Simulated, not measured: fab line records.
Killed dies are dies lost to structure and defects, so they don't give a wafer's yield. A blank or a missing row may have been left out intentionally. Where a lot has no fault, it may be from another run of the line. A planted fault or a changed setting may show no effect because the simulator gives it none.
Which tool did it? / flow n5Finfet / 8 lots, 24 wafers sampled, at 7 steps of a route of 1938

## WHAT THE GAUGES SHOWED, per wafer
N5_FIN_SAQP_THK_MEAS_05. Usual: thkNm at 38.0 nm, with a standard deviation of 0.51.
lot=L968; measured=day 1 20:55; on=filmMetro-01; thkNm (nm)=38.6 39.0 38.6; flag=
lot=L970; measured=day 2 09:30; on=filmMetro-02; thkNm (nm)=37.8 37.9 38.4; flag=
lot=L982; measured=day 5 08:41; on=filmMetro-01; thkNm (nm)=37.5 45.0 38.1; flag=OFF
lot=L984; measured=day 5 22:32; on=filmMetro-01; thkNm (nm)=38.2 45.5 38.3; flag=OFF
lot=L985; measured=day 6 03:20; on=filmMetro-02; thkNm (nm)=37.4 37.1 37.7; flag=
lot=L986; measured=day 6 09:38; on=filmMetro-01; thkNm (nm)=38.0 38.1 38.2; flag=
lot=L989; measured=day 7 02:55; on=filmMetro-01; thkNm (nm)=36.9 38.1 38.1; flag=
lot=L991; measured=day 7 15:59; on=filmMetro-01; thkNm (nm)=37.7 37.8 38.2; flag=

N5_BEOL_M4_RC_MEAS_101. Usual: DIBL_N 36.0 mV/V, standard deviation 1.9; DIBL_P 36.0 mV/V, standard deviation 2.1; IOFF_N 0.155 nA/um, standard deviation 0.029; IOFF_P 0.20 nA/um, standard deviation 0.032; ION_N 672 uA/um, standard deviation 11; ION_P 461 uA/um, standard deviation 6.9; SS_N 71.5 mV/dec, standard deviation 0.58; SS_P 73.2 mV/dec, standard deviation 0.64; VT_N 250.4 mV, standard deviation 2.9; VT_P -251.0 mV, standard deviation 2.8.
lot=L968; measured=day 8 12:22; on=prober-02; DIBL_N (mV/V)=34.5 35.0 35.1; DIBL_P (mV/V)=33.8 35.0 34.7; IOFF_N (nA/um)=0.124 0.131 0.136; IOFF_P (nA/um)=0.16 0.17 0.16; ION_N (uA/um)=676 659 661; ION_P (uA/um)=455 446 451; SS_N (mV/dec)=70.4 71.1 70.7; SS_P (mV/dec)=72.2 72.5 72.9; VT_N (mV)=254.2 253.3 251.9; VT_P (mV)=-256.0 -252.8 -257.8; flag=
lot=L970; measured=day 8 19:13; on=prober-01; DIBL_N (mV/V)=34.9 35.2 36.4; DIBL_P (mV/V)=34.6 35.3 35.9; IOFF_N (nA/um)=0.145 0.160 0.168; IOFF_P (nA/um)=0.22 0.22 0.22; ION_N (uA/um)=661 670 669; ION_P (uA/um)=457 462 460; SS_N (mV/dec)=71.4 71.6 72.3; SS_P (mV/dec)=72.4 73.1 72.6; VT_N (mV)=249.4 245.6 247.4; VT_P (mV)=-248.6 -248.3 -250.0; flag=
lot=L982; measured=day 11 16:44; on=prober-01; DIBL_N (mV/V)=35.7 32.6 33.0; DIBL_P (mV/V)=35.4 31.3 32.2; IOFF_N (nA/um)=0.163 0.106 0.117; IOFF_P (nA/um)=0.23 0.17 0.18; ION_N (uA/um)=669 661 662; ION_P (uA/um)=469 462 467; SS_N (mV/dec)=70.7 70.0 70.9; SS_P (mV/dec)=73.5 72.9 72.9; VT_N (mV)=247.3 254.3 249.7; VT_P (mV)=-248.7 -251.9 -249.4; flag=
lot=L984; measured=day 12 15:49; on=prober-02; DIBL_N (mV/V)=36.1 37.7 40.0; DIBL_P (mV/V)=36.5 38.7 41.4; IOFF_N (nA/um)=0.134 0.163 0.216; IOFF_P (nA/um)=0.18 0.21 0.26; ION_N (uA/um)=661 683 681; ION_P (uA/um)=454 459 465; SS_N (mV/dec)=71.1 71.5 72.0; SS_P (mV/dec)=72.7 73.9 75.0; VT_N (mV)=256.5 253.4 251.1; VT_P (mV)=-253.1 -252.2 -249.7; flag=
lot=L985; measured=day 12 21:11; on=prober-01; DIBL_N (mV/V)=35.9 37.4 35.4; DIBL_P (mV/V)=37.6 38.4 37.0; IOFF_N (nA/um)=0.158 0.185 0.133; IOFF_P (nA/um)=0.19 0.20 0.17; ION_N (uA/um)=682 674 658; ION_P (uA/um)=463 457 456; SS_N (mV/dec)=71.7 71.9 71.7; SS_P (mV/dec)=73.3 74.1 73.5; VT_N (mV)=251.3 250.6 255.4; VT_P (mV)=-253.3 -255.3 -255.4; flag=
lot=L986; measured=day 12 19:56; on=prober-02; DIBL_N (mV/V)=36.7 37.2 38.1; DIBL_P (mV/V)=37.7 38.2 40.4; IOFF_N (nA/um)=0.173 0.186 0.202; IOFF_P (nA/um)=0.23 0.24 0.28; ION_N (uA/um)=684 669 688; ION_P (uA/um)=470 460 475; SS_N (mV/dec)=71.7 71.4 72.0; SS_P (mV/dec)=73.8 74.2 74.6; VT_N (mV)=248.6 245.9 245.9; VT_P (mV)=-248.9 -247.8 -245.5; flag=
lot=L989; measured=day 14 00:02; on=prober-02; DIBL_N (mV/V)=33.6 32.7 34.6; DIBL_P (mV/V)=33.1 32.2 33.9; IOFF_N (nA/um)=0.130 0.124 0.132; IOFF_P (nA/um)=0.18 0.17 0.19; ION_N (uA/um)=675 673 656; ION_P (uA/um)=467 464 457; SS_N (mV/dec)=71.5 70.7 70.9; SS_P (mV/dec)=72.1 72.4 72.7; VT_N (mV)=250.5 255.6 253.0; VT_P (mV)=-250.3 -251.7 -251.1; flag=
lot=L991; measured=day 13 23:31; on=prober-01; DIBL_N (mV/V)=37.5 35.8 38.0; DIBL_P (mV/V)=36.0 34.7 36.4; IOFF_N (nA/um)=0.179 0.147 0.173; IOFF_P (nA/um)=0.23 0.20 0.24; ION_N (uA/um)=672 678 657; ION_P (uA/um)=465 460 450; SS_N (mV/dec)=71.6 71.1 71.5; SS_P (mV/dec)=73.9 72.9 73.8; VT_N (mV)=248.6 251.6 248.6; VT_P (mV)=-246.8 -250.3 -252.1; flag=

## EACH LOT AND THE TOOL THAT RAN IT (in order: tool; ch and the chambers of the sampled wafers; start)
lot=L968; N5_PMOS_HMC_CHANNEL_EPI_DESCUM_14=rieDiel-05 ch 0,2,3, day 1 17:31; N5_PMOS_HMC_CHANNEL_EPI_STRIP_33=rieDiel-05 ch 0,2,3, day 1 17:40; N5_FIN_SAQP_DENSIFY_62=rtpAnneal-01 ch 0, day 1 20:42; N5_FIN_SAQP_HM_DEP_03=pecvd-04 ch 0,1,2, day 1 20:51; N5_FIN_SAQP_HM_OPEN_33=rieDiel-03 ch 0,1,2, day 2 01:53
lot=L970; N5_PMOS_HMC_CHANNEL_EPI_DESCUM_14=rieDiel-01 ch 1,2,3, day 2 05:31; N5_PMOS_HMC_CHANNEL_EPI_STRIP_33=rieDiel-01 ch 1,2,3, day 2 05:39; N5_FIN_SAQP_DENSIFY_62=rtpAnneal-02 ch 0, day 2 09:14; N5_FIN_SAQP_HM_DEP_03=pecvd-03 ch 0,1, day 2 09:25; N5_FIN_SAQP_HM_OPEN_33=rieDiel-03 ch 1,2, day 2 15:11
lot=L982; N5_PMOS_HMC_CHANNEL_EPI_DESCUM_14=rieDiel-01 ch 1,3, day 5 05:07; N5_PMOS_HMC_CHANNEL_EPI_STRIP_33=rieDiel-01 ch 1,3, day 5 05:16; N5_FIN_SAQP_DENSIFY_62=rtpAnneal-02 ch 0, day 5 08:25; N5_FIN_SAQP_HM_DEP_03=pecvd-03 ch 0,1, day 5 08:37; N5_FIN_SAQP_HM_OPEN_33=rieDiel-02 ch 0,1,2, day 5 15:56
lot=L984; N5_PMOS_HMC_CHANNEL_EPI_DESCUM_14=rieDiel-04 ch 0,1, day 5 18:55; N5_PMOS_HMC_CHANNEL_EPI_STRIP_33=rieDiel-04 ch 0,1, day 5 19:02; N5_FIN_SAQP_DENSIFY_62=rtpAnneal-01 ch 0, day 5 22:17; N5_FIN_SAQP_HM_DEP_03=pecvd-03 ch 0,1,2, day 5 22:27; N5_FIN_SAQP_HM_OPEN_33=rieDiel-06 ch 0,2,3, day 6 03:34
lot=L985; N5_PMOS_HMC_CHANNEL_EPI_DESCUM_14=rieDiel-05 ch 0,2,3, day 5 23:57; N5_PMOS_HMC_CHANNEL_EPI_STRIP_33=rieDiel-05 ch 0,2,3, day 6 00:05; N5_FIN_SAQP_DENSIFY_62=rtpAnneal-01 ch 0, day 6 03:02; N5_FIN_SAQP_HM_DEP_03=pecvd-04 ch 0,1,2, day 6 03:15; N5_FIN_SAQP_HM_OPEN_33=rieDiel-06 ch 0,2,3, day 6 07:56
lot=L986; N5_PMOS_HMC_CHANNEL_EPI_DESCUM_14=rieDiel-05 ch 0,2,3, day 6 06:10; N5_PMOS_HMC_CHANNEL_EPI_STRIP_33=rieDiel-05 ch 0,2,3, day 6 06:18; N5_FIN_SAQP_DENSIFY_62=rtpAnneal-01 ch 0, day 6 09:20; N5_FIN_SAQP_HM_DEP_03=pecvd-01 ch 0,1,2, day 6 09:34; N5_FIN_SAQP_HM_OPEN_33=rieDiel-03 ch 1,2,3, day 6 14:09
lot=L989; N5_PMOS_HMC_CHANNEL_EPI_DESCUM_14=rieDiel-05 ch 0,3, day 6 23:25; N5_PMOS_HMC_CHANNEL_EPI_STRIP_33=rieDiel-05 ch 0,3, day 6 23:33; N5_FIN_SAQP_DENSIFY_62=rtpAnneal-02 ch 0, day 7 02:38; N5_FIN_SAQP_HM_DEP_03=pecvd-01 ch 0,2, day 7 02:49; N5_FIN_SAQP_HM_OPEN_33=rieDiel-03 ch 0,1,3, day 7 07:20
lot=L991; N5_PMOS_HMC_CHANNEL_EPI_DESCUM_14=rieDiel-05 ch 1,2,3, day 7 11:53; N5_PMOS_HMC_CHANNEL_EPI_STRIP_33=rieDiel-05 ch 1,2,3, day 7 12:01; N5_FIN_SAQP_DENSIFY_62=rtpAnneal-02 ch 0, day 7 15:43; N5_FIN_SAQP_HM_DEP_03=pecvd-04 ch 0,1, day 7 15:54; N5_FIN_SAQP_HM_OPEN_33=rieDiel-02 ch 0,2,3, day 7 20:29
- N5_PMOS_HMC_CHANNEL_EPI_DESCUM_14: chemistry O2, time 7.9 s.
- N5_PMOS_HMC_CHANNEL_EPI_STRIP_33: strips in N2/H2.
- N5_FIN_SAQP_DENSIFY_62: time 60 s.
- N5_FIN_SAQP_HM_DEP_03: deposits SiNx from SiH4/NH3/N2, target thk 38 nm, time 33.6 s.
- N5_FIN_SAQP_HM_OPEN_33: chemistry CH3F/O2, target SiNx, target depth 49.4 nm, time 70.6 s.

## WHAT THE TOOLS THEMSELVES READ (means of the sampled wafers that have a number; where no wafer has one, the mark that the record gives instead)
N5_PMOS_HMC_CHANNEL_EPI_DESCUM_14. Usual: drypumpMotorCurrentA 5.7 A, standard deviation 0.33; oesProductAu 0.75 a.u., standard deviation 0.073; rfVppV 243.3 V, standard deviation 1.2; showerheadPlenumPTorr 2.11 Torr, standard deviation 0.054; throttleValvePct 20.44 %, standard deviation 0.2.
lot=L968; tool=rieDiel-05; drypumpMotorCurrentA (A)=5.6; oesProductAu (a.u.)=0.72; rfVppV (V)=242.0; showerheadPlenumPTorr (Torr)=2.06; throttleValvePct (%)=20.54; flag=
lot=L970; tool=rieDiel-01; drypumpMotorCurrentA (A)=5.5; oesProductAu (a.u.)=0.75; rfVppV (V)=242.8; showerheadPlenumPTorr (Torr)=2.07; throttleValvePct (%)=20.47; flag=
lot=L982; tool=rieDiel-01; drypumpMotorCurrentA (A)=5.6; oesProductAu (a.u.)=0.76; rfVppV (V)=242.1; showerheadPlenumPTorr (Torr)=2.04; throttleValvePct (%)=20.29; flag=
lot=L984; tool=rieDiel-04; drypumpMotorCurrentA (A)=5.8; oesProductAu (a.u.)=0.71; rfVppV (V)=243.7; showerheadPlenumPTorr (Torr)=2.16; throttleValvePct (%)=20.54; flag=
lot=L985; tool=rieDiel-05; drypumpMotorCurrentA (A)=5.6; oesProductAu (a.u.)=0.79; rfVppV (V)=243.3; showerheadPlenumPTorr (Torr)=2.14; throttleValvePct (%)=20.44; flag=
lot=L986; tool=rieDiel-05; drypumpMotorCurrentA (A)=5.6; oesProductAu (a.u.)=0.79; rfVppV (V)=244.1; showerheadPlenumPTorr (Torr)=2.14; throttleValvePct (%)=20.44; flag=
lot=L989; tool=rieDiel-05; drypumpMotorCurrentA (A)=5.5; oesProductAu (a.u.)=0.85; rfVppV (V)=244.3; showerheadPlenumPTorr (Torr)=2.19; throttleValvePct (%)=20.43; flag=
lot=L991; tool=rieDiel-05; drypumpMotorCurrentA (A)=5.5; oesProductAu (a.u.)=0.72; rfVppV (V)=242.6; showerheadPlenumPTorr (Torr)=2.09; throttleValvePct (%)=20.41; flag=

N5_PMOS_HMC_CHANNEL_EPI_STRIP_33. Usual: drypumpMotorCurrentA 5.7 A, standard deviation 0.33; n2FlowSccm 300.1 sccm, standard deviation 0.83; oesProductAu 0.75 a.u., standard deviation 0.074; rfVppV 54.3 V, standard deviation 1.7; showerheadPlenumPTorr 3.39 Torr, standard deviation 0.087; throttleValvePct 18.84 %, standard deviation 0.25.
lot=L968; tool=rieDiel-05; drypumpMotorCurrentA (A)=5.6; n2FlowSccm (sccm)=300.3; oesProductAu (a.u.)=0.72; rfVppV (V)=55.4; showerheadPlenumPTorr (Torr)=3.29; throttleValvePct (%)=18.78; flag=
lot=L970; tool=rieDiel-01; drypumpMotorCurrentA (A)=5.5; n2FlowSccm (sccm)=299.8; oesProductAu (a.u.)=0.76; rfVppV (V)=55.3; showerheadPlenumPTorr (Torr)=3.32; throttleValvePct (%)=18.87; flag=
lot=L982; tool=rieDiel-01; drypumpMotorCurrentA (A)=5.7; n2FlowSccm (sccm)=299.9; oesProductAu (a.u.)=0.76; rfVppV (V)=53.7; showerheadPlenumPTorr (Torr)=3.28; throttleValvePct (%)=18.71; flag=
lot=L984; tool=rieDiel-04; drypumpMotorCurrentA (A)=5.9; n2FlowSccm (sccm)=300.6; oesProductAu (a.u.)=0.71; rfVppV (V)=55.5; showerheadPlenumPTorr (Torr)=3.46; throttleValvePct (%)=19.01; flag=
lot=L985; tool=rieDiel-05; drypumpMotorCurrentA (A)=5.6; n2FlowSccm (sccm)=299.9; oesProductAu (a.u.)=0.79; rfVppV (V)=54.7; showerheadPlenumPTorr (Torr)=3.41; throttleValvePct (%)=18.67; flag=
lot=L986; tool=rieDiel-05; drypumpMotorCurrentA (A)=5.6; n2FlowSccm (sccm)=299.8; oesProductAu (a.u.)=0.78; rfVppV (V)=54.5; showerheadPlenumPTorr (Torr)=3.41; throttleValvePct (%)=18.66; flag=
lot=L989; tool=rieDiel-05; drypumpMotorCurrentA (A)=5.5; n2FlowSccm (sccm)=299.9; oesProductAu (a.u.)=0.86; rfVppV (V)=55.1; showerheadPlenumPTorr (Torr)=3.49; throttleValvePct (%)=18.57; flag=
lot=L991; tool=rieDiel-05; drypumpMotorCurrentA (A)=5.6; n2FlowSccm (sccm)=300.1; oesProductAu (a.u.)=0.72; rfVppV (V)=55.2; showerheadPlenumPTorr (Torr)=3.34; throttleValvePct (%)=18.74; flag=

N5_FIN_SAQP_DENSIFY_62. Usual: lampPowerPct 9.84 %, standard deviation 0.054; wafer_temp_C_max 703.3, standard deviation 0.68.
lot=L968; tool=rtpAnneal-01; lampPowerPct (%)=9.86; wafer_temp_C_max=703.4; flag=
lot=L970; tool=rtpAnneal-02; lampPowerPct (%)=9.84; wafer_temp_C_max=702.9; flag=
lot=L982; tool=rtpAnneal-02; lampPowerPct (%)=9.81; wafer_temp_C_max=703.9; flag=
lot=L984; tool=rtpAnneal-01; lampPowerPct (%)=9.84; wafer_temp_C_max=703.1; flag=
lot=L985; tool=rtpAnneal-01; lampPowerPct (%)=9.86; wafer_temp_C_max=703.4; flag=
lot=L986; tool=rtpAnneal-01; lampPowerPct (%)=9.90; wafer_temp_C_max=703.5; flag=
lot=L989; tool=rtpAnneal-02; lampPowerPct (%)=9.92; wafer_temp_C_max=703.6; flag=
lot=L991; tool=rtpAnneal-02; lampPowerPct (%)=9.83; wafer_temp_C_max=703.2; flag=

N5_FIN_SAQP_HM_DEP_03. Usual: heaterPowerW 787 W, standard deviation 130; showerheadPlenumPTorr 5.16 Torr, standard deviation 0.073; throttleValvePct 39.1 %, standard deviation 1.7.
lot=L968; tool=pecvd-04; heaterPowerW (W)=710; showerheadPlenumPTorr (Torr)=5.13; throttleValvePct (%)=39.2; flag=
lot=L970; tool=pecvd-03; heaterPowerW (W)=691; showerheadPlenumPTorr (Torr)=5.19; throttleValvePct (%)=38.4; flag=
lot=L982; tool=pecvd-03; heaterPowerW (W)=683; showerheadPlenumPTorr (Torr)=5.18; throttleValvePct (%)=39.5; flag=
lot=L984; tool=pecvd-03; heaterPowerW (W)=730; showerheadPlenumPTorr (Torr)=5.20; throttleValvePct (%)=38.3; flag=
lot=L985; tool=pecvd-04; heaterPowerW (W)=665; showerheadPlenumPTorr (Torr)=5.13; throttleValvePct (%)=39.7; flag=
lot=L986; tool=pecvd-01; heaterPowerW (W)=875; showerheadPlenumPTorr (Torr)=5.14; throttleValvePct (%)=39.5; flag=
lot=L989; tool=pecvd-01; heaterPowerW (W)=814; showerheadPlenumPTorr (Torr)=5.19; throttleValvePct (%)=38.3; flag=
lot=L991; tool=pecvd-04; heaterPowerW (W)=763; showerheadPlenumPTorr (Torr)=5.14; throttleValvePct (%)=40.2; flag=

N5_FIN_SAQP_HM_OPEN_33. Usual: drypumpMotorCurrentA 5.7 A, standard deviation 0.51; etchRfOnTimeS 69.6 s, standard deviation 1.7; oesProductAu 0.70 a.u., standard deviation 0.068; rfVppV 298 V, standard deviation 5.9; showerheadPlenumPTorr 2.02 Torr, standard deviation 0.059; throttleValvePct 16.25 %, standard deviation 0.26.
lot=L968; tool=rieDiel-03; drypumpMotorCurrentA (A)=5.7; etchRfOnTimeS (s)=71.4; oesProductAu (a.u.)=0.66; rfVppV (V)=303; showerheadPlenumPTorr (Torr)=2.08; throttleValvePct (%)=16.16; flag=
lot=L970; tool=rieDiel-03; drypumpMotorCurrentA (A)=5.9; etchRfOnTimeS (s)=70.4; oesProductAu (a.u.)=0.59; rfVppV (V)=303; showerheadPlenumPTorr (Torr)=2.06; throttleValvePct (%)=16.44; flag=
lot=L982; tool=rieDiel-02; drypumpMotorCurrentA (A)=5.2; etchRfOnTimeS (s)=74.5; oesProductAu (a.u.)=0.74; rfVppV (V)=292; showerheadPlenumPTorr (Torr)=1.98; throttleValvePct (%)=16.39; flag=
lot=L984; tool=rieDiel-06; drypumpMotorCurrentA (A)=6.1; etchRfOnTimeS (s)=74.9; oesProductAu (a.u.)=0.73; rfVppV (V)=296; showerheadPlenumPTorr (Torr)=1.98; throttleValvePct (%)=16.36; flag=OFF
lot=L985; tool=rieDiel-06; drypumpMotorCurrentA (A)=6.1; etchRfOnTimeS (s)=68.1; oesProductAu (a.u.)=0.73; rfVppV (V)=296; showerheadPlenumPTorr (Torr)=1.98; throttleValvePct (%)=16.37; flag=
lot=L986; tool=rieDiel-03; drypumpMotorCurrentA (A)=5.9; etchRfOnTimeS (s)=68.6; oesProductAu (a.u.)=0.74; rfVppV (V)=299; showerheadPlenumPTorr (Torr)=2.03; throttleValvePct (%)=16.01; flag=
lot=L989; tool=rieDiel-03; drypumpMotorCurrentA (A)=5.8; etchRfOnTimeS (s)=68.7; oesProductAu (a.u.)=0.71; rfVppV (V)=301; showerheadPlenumPTorr (Torr)=2.05; throttleValvePct (%)=15.96; flag=
lot=L991; tool=rieDiel-02; drypumpMotorCurrentA (A)=5.3; etchRfOnTimeS (s)=70.2; oesProductAu (a.u.)=0.69; rfVppV (V)=292; showerheadPlenumPTorr (Torr)=2.01; throttleValvePct (%)=16.44; flag=

## THE ANSWER, worked out from the rows above alone
Rule: a lot is off if the mean of its wafers that have a number lies more than 3 standard deviations from the usual mean. A lot without any number at a reading at which 4 lots or more have one is off too. Any other lot the step has rows for is counted as sound. The gauges are gone through in route order, then the tools' own readings, and for those a lot's mean is taken as printed above. At the first step where some lot is off, the reading lying furthest off is the one used; lots without a number count as furthest.
Off at N5_FIN_SAQP_THK_MEAS_05 (thkNm): L982, L984.
If a tool, at a process step before that reading, ran all the lots that are off and no sound lot after the first of them, it fits. Those tools and the gauges at N5_FIN_SAQP_THK_MEAS_05 are tried in the same way. One candidate fits, namely pecvd-03 at N5_FIN_SAQP_HM_DEP_03. A fault onset in the window from L970 (day 2 09:25, its last sound lot) to L982 (day 5 08:37, its first lot off) fits.

## WHAT THE SIMULATOR PUT IN
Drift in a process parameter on pecvd-03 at N5_FIN_SAQP_HM_DEP_03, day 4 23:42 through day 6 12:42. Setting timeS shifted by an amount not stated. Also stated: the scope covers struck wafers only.
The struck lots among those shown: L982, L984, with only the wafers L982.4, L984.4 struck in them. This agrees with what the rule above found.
